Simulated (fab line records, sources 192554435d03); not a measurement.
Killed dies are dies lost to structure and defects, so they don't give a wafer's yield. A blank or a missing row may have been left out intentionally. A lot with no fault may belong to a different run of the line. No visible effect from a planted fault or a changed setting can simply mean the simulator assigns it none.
Matching of chambers ; flow n5_finfet ; rie_diel-02 running N5_BEOL_M4_ETCH_64: 4 sister chambers
The step etches SOC in N2/H2, target depth 75 nm, overetch 22.5 nm, time 121.9 s. 16 wafers are shown with their chamber, then 8 later ones without.

EACH WAFER AND ITS CHAMBER
wafer;chamber;showerhead_plenum_p_Torr (Torr);throttle_valve_pct (%);drypump_motor_current_A (A)
L074.4;3;2.63;17.85;5.7
L074.5;2;2.41;18.18;5.9
L074.6;3;2.63;17.87;5.7
L077.1;0;2.52;17.65;5.3
L077.3;1;2.45;17.71;5.7
L077.5;2;2.41;18.17;5.9
L081.3;1;2.44;17.74;5.7
L081.4;0;2.51;17.70;5.3
L081.5;2;2.41;18.20;6.0
L084.1;1;2.44;17.74;5.7
L084.3;3;2.62;17.87;5.6
L084.6;3;2.62;17.88;5.6
L086.3;0;2.51;17.71;5.3
L086.4;1;2.44;17.77;5.7
L086.5;0;2.51;17.71;5.3
L089.1;1;2.43;17.76;5.7

SIGNATURES (averages over the wafers above)
reading;chamber 0;chamber 1;chamber 2;chamber 3;scatter within a chamber
showerhead_plenum_p_Torr;2.5125;2.4400;2.4100;2.6250;0.00559
throttle_valve_pct;17.6925;17.7440;18.1833;17.8675;0.0215
drypump_motor_current_A;5.300;5.700;5.933;5.650;0.0373
Rule: a wafer lies at a distance from a chamber equal to the root of the sum of squares, over the readings, of (its reading less the chamber's mean, divided by the reading's scatter). If the next closest chamber is less than 2 further off than the closest, the wafer can't be placed; otherwise it belongs to the closest. The scatter is the square root of a quotient: the sum, over the shown wafers, of each reading's squared deviation from its chamber's mean, divided by wafers minus chambers.

WAFERS WITH NO CHAMBER GIVEN
wafer;showerhead_plenum_p_Torr (Torr);throttle_valve_pct (%);drypump_motor_current_A (A)
L089.3;2.50;17.73;5.3
L089.4;2.43;17.77;5.7
L088.1;2.43;17.79;5.7
L088.2;2.50;17.73;5.3
L088.5;2.50;17.72;5.3
L096.1;2.71;17.83;5.9
L096.3;2.50;17.76;5.3
L096.5;2.50;17.76;5.3

WHICH CHAMBER EACH WENT THROUGH
wafer;from the rows above;in truth
L089.3;0;0
L089.4;1;1
L088.1;1;1
L088.2;0;0
L088.5;0;0
L096.1;3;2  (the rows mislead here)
L096.3;0;0
L096.5;0;0
Correct placement for 7 of the 8. Not placeable from these rows: 0. Wrongly placed: 1.
